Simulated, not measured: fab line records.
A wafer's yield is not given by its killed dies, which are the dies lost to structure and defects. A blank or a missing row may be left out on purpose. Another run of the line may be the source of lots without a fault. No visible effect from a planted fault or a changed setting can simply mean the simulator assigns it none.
Comparing a struck lot with a sound one -- flow n5 finfet -- 35 out of 1938 route steps
Sound: wafers L916.3, L916.5, L916.6. Struck: wafers L921.4, L921.6 (left out: L921.5, a lot-mate that was not struck); the cause follows at the end.
For every step that has rows: the tool of each side, followed by ch and its chambers, followed by its first start. Under that, the readings that differ: sound wafers -- struck wafers -- difference of the means -- sigmas: that difference in standard deviations of wafers without a fault.
alike: words and numbers the same on both sides, and readings whose means are apart by under 2 such deviations; not compared: readings that were withheld, readings missing a value for some wafer, numbers with overlapping values and no deviation given by the record, and bounds like >300 which may hide the same value.
The two part at a step that has a row with sigmas, a row that says differs or no value, or rows on one side only. Non-overlapping numbers with no deviation appear without sigmas and do not part them. A reading that every wafer of one side lacks parts them only if that side has two wafers or more.

first, 7 steps without rows for these wafers: N5_SD_EPI_P_SRD_25 (time 30 s); N5_SD_ACTIVATION_RTA_00 (time 0 s); N5_SD_ACTIVATION_LSA_01 (time 0.0008 s); N5_ILD0_LINER_00 (material SiNx, target thk 4 nm, pulse time 1 s, purge time 2 s); N5_ILD0_FCVD_FILL_01 (material SiO2 flowable, target thk 200 nm, time 328.3 s); N5_ILD0_CURE_02 (time 1800 s); N5_ILD0_CMP_03 (polishes, stops on SiNx, t overpolish 1.9 s, target thk 197.38 nm).
N5_ILD0_CMP_07: polishes SiO2 flowable, stops on poly-Si, t overpolish 1.18 s, target thk 138.88 nm.
  sound on cmp-04 ch 0,3, day 4 21:20; struck on cmp-04 ch 0,3, day 6 08:13
reading,sound,struck,difference,sigmas
model.SiO2_flowable_of_ILD0_FCVD_FILL_01.thk nm (nm),138.6 138.6 139.6,136.4 136.2,-2.6,
  alike: motor current A
  not compared: model.a-Si_of_DUMMY_GATE_CVD_03.thk nm
N5_ILD0_THK_MEAS_08:
  sound: film metro-02 at day 4 21:38; struck: film metro-02 at day 6 08:31
reading,sound,struck,difference,sigmas
thk nm (nm),138.8 138.6 139.6,135.3 135.3,-3.7,-3
then, 23 steps without rows for these wafers: N5_ILD0_PRECLEAN_10 (cleans in NF3:NH3, afs cycles 5, time 20 s, sublimation time 60 s); N5_ILD0_ALD_15 (deposits SiNx, target thk 24 nm, pulse time 1 s, ald cycles 480); N5_ILD0_CMP_12 (polishes SiNx, stops on poly-Si, t overpolish 6 s, target thk 17.67 nm); N5_SDB_HM_DEP_00 (deposits SiNx from SiH4/NH3/N2, target thk 40 nm, time 35.3 s); N5_SDB_COAT_03 (time 60 s, resist thk 100 nm); N5_SDB_COAT_04 (time 60 s, resist thk 18 nm); N5_SDB_COAT_05 (resist thk 90 nm); N5_SDB_EBR_07; N5_SDB_SOFTBAKE_06 (time 60 s); N5_SDB_EXPOSE_08 (exposes mask SDB); N5_SDB_PEB_09 (peb time 60 s); N5_SDB_DEVELOP_10 (develop time 30 s); N5_SDB_DESCUM_16 (chemistry O2, time 7.9 s); N5_SDB_ETCH_17 (etches SiARC in CF4, target depth 23.4 nm, time 39 s); N5_SDB_ETCH_18 (etches SOC in N2/H2, target depth 100 nm, overetch 20 nm, time 150 s); N5_SDB_STRIP_19 (strips in N2/H2); N5_SDB_STRIP_21 (strips in CF4); N5_SDB_HM_OPEN_20 (chemistry CH3F/O2, target SiNx, stops on poly-Si, target depth 24 nm); N5_SDB_STRIP_22 (strips in N2/H2); N5_SDB_PRECLEAN_23 (cleans in dHF, time 30 s); N5_SDB_DUMMY_REMOVE_24 (chemistry TMAH, target poly-Si, stops on SiO2, target depth 142 nm, time 57 s, rinse time 30 s); N5_SDB_ETCH_25 (etches SiO2 in C4F6/O2, target depth 10 nm, time 3.3 s); N5_SDB_CUT_ETCH_26 (etches Si in HBr/Cl2/O2, target depth 129.6 nm, bt time 20 s, time 51.8 s).
N5_SDB_CMP_30: polishes, stops on poly-Si, t overpolish 1.54 s, target thk 30 nm.
  sound on cmp-04 ch 0,1, day 5 05:09; struck on cmp-03 ch 0,1, day 6 16:23
  alike: motor current A, overpolish run s, time to endpoint s
  not compared: model.a-Si_of_DUMMY_GATE_CVD_03.thk nm
N5_MOL_CONTACT_COAG_WET_ETCH_116: etches the open film in SC1-inhibited, target depth 4.6 nm, rinse time 30 s.
  sound on wet bench-03 ch 1,5,7, day 6 05:43; struck on wet bench-03 ch 1,3, day 7 20:06
reading,sound,struck,difference,sigmas
model.SiO2_flowable_of_ILD0_FCVD_FILL_01.thk nm (nm),111.6 111.8 112.4,110 109.8,-2,
-- here the record skips 2 days between the struck wafers' starts before and after, leaving off in module MOL_CONTACT_COAG and picking up in module BEOL_M4 (first step shown: number 1111 of the route) --
N5_BEOL_M4_RC_MEAS_101:
  sound on prober-01 ch 0, day 8 18:04; struck on prober-02 ch 0, day 10 00:35
  alike: DIBL_N, DIBL_P, IOFF_N, IOFF_P, ION_N, ION_P, SS_N, SS_P, VT_N, VT_P

## WHERE THEY PART
Only at N5_ILD0_THK_MEAS_08, within this record. Later steps at which nothing parts them and some readings are alike: N5_SDB_CMP_30, N5_BEOL_M4_RC_MEAS_101.

WHY: the cause the simulator had injected
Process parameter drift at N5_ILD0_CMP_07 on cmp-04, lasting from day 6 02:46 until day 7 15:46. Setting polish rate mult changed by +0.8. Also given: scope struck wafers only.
